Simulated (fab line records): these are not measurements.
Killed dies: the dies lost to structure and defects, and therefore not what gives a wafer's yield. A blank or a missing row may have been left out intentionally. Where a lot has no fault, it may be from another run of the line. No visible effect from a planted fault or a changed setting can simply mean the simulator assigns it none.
Struck lot and sound lot, side by side -- flow n5Finfet -- 16 steps out of a route of 1938
Sound: wafers L523.1, L523.2, L523.3. Struck: wafers L528.2, L528.3 (left out: L528.6, a lot-mate that was not struck); the cause follows at the end.
Per side, at each step with rows, come the tool, then ch with its chambers, and then its first start. Under that, the readings that differ: sound wafers -- struck wafers -- difference of the means -- sigmas: that difference in standard deviations of wafers without a fault.
alike: words and numbers the same on both sides, and readings whose means are apart by under 2 such deviations; not compared: readings that were withheld, readings missing a value for some wafer, numbers with overlapping values and no deviation given by the record, and bounds like >300 which may hide the same value.
A row with sigmas, a row that says differs or no value, or rows on one side alone: a step with any of these is where the two part. When numbers do not overlap yet have no deviation, they are printed without sigmas and do not part them. A reading missing from all wafers of one side parts the sides only when that side holds two or more wafers.

first, 7 steps without rows for these wafers: N5_MIM_BOT_LITHO_COAT_02; N5_MIM_BOT_LITHO_EBR_04; N5_MIM_BOT_LITHO_SOFTBAKE_03 (time 90 s); N5_MIM_BOT_LITHO_EXPOSE_05 (exposes mask MIM BOT); N5_MIM_BOT_LITHO_PEB_06; N5_MIM_BOT_LITHO_DEVELOP_07 (develop time 60 s); N5_MIM_BOT_LITHO_HARDBAKE_09 (time 120 s).
N5_MIM_BOT_LITHO_CD_MEAS_08: the cd target is 3000 nm.
  sound on cdSem-02 ch 0, day 17 05:36; struck on cdSem-02 ch 0, day 17 19:02
reading,sound,struck,difference,sigmas
cdNm (nm),2997.3 2996.4 2995.9,3000.8 2998.5,+3.1,+2
N5_MIM_BOT_LITHO_OVL_MEAS_11:
  sound on overlay-01 ch 0, day 17 05:38; struck on overlay-01 ch 0, day 17 19:04
  alike: MIM_BOT_OVL
N5_MIM_BOT_LITHO_INSPECT_12: inspects for defects (macro).
  sound on defectInspect-02, day 17 05:40; struck on defectInspect-01, day 17 19:06
  alike: rawDefectCount
N5_MIM_BOT_LITHO_DESCUM_10: chemistry O2, time 7.9 s.
  sound on rieDiel-06 ch 1,2,3, day 17 05:41; struck on rieDiel-03 ch 2,3, day 17 19:14
  alike: drypumpMotorCurrentA, oesProductAu, rfVppV, showerheadPlenumPTorr, throttleValvePct
  not compared: rfHoursCounterH
N5_MIM_BOT_ETCH_ETCH_04: etches SiNx in CF4/O2, target depth 26 nm, time 13 s.
  sound on rieDiel-06 ch 1,2,3, day 17 05:46; struck on rieDiel-03 ch 2,3, day 17 19:18
  alike: drypumpMotorCurrentA, oesProductAu, rfVppV, showerheadPlenumPTorr, throttleValvePct
  not compared: rfHoursCounterH
N5_MIM_BOT_ETCH_ETCH_03: etches the open film in Cl2/BCl3, target depth 12 nm.
  sound on rieMetal-01 ch 0,1, day 17 05:50; struck on rieMetal-01 ch 0,1, day 17 19:23
reading,sound,struck,difference,sigmas
model.etch.depthNm (nm),11.86 11.94 11.82,8.631 8.515,-3.300,
model.MIM_BOT_ETCH.cdOffsetNm (nm),0.2 -0.2 0,1.4 1.2,+1.3,
  alike: drypumpMotorCurrentA, oesProductAu, throttleValvePct
  not compared: rfHoursCounterH
N5_MIM_BOT_ETCH_ETCH_00: etches TiN in Cl2/BCl3, target depth 45.5 nm.
  sound on rieMetal-01 ch 0,1, day 17 05:56; struck on rieMetal-01 ch 0,1, day 17 19:29
reading,sound,struck,difference,sigmas
model.MIM_BOT_ETCH.cdOffsetNm (nm),0.4 -0.2 0,1.4 1.2,+1.2,
  alike: drypumpMotorCurrentA, oesProductAu, throttleValvePct
  not compared: rfHoursCounterH
N5_MIM_BOT_ETCH_STRIP_01: strips in O2.
  sound on rieDiel-05 ch 0,1, day 17 06:30; struck on rieDiel-05 ch 0,3, day 17 19:37
  alike: drypumpMotorCurrentA, oesProductAu, rfVppV, showerheadPlenumPTorr, throttleValvePct
  not compared: rfHoursCounterH
N5_PASSIVATION_PROBE_49:
  rows exist in the record for the sound wafers here (prober-01, day 17 16:41), none for the struck ones

WHERE THEY PART
Earliest at N5_MIM_BOT_LITHO_CD_MEAS_08; latest, in this record, at N5_PASSIVATION_PROBE_49.

WHY: the cause the simulator had injected
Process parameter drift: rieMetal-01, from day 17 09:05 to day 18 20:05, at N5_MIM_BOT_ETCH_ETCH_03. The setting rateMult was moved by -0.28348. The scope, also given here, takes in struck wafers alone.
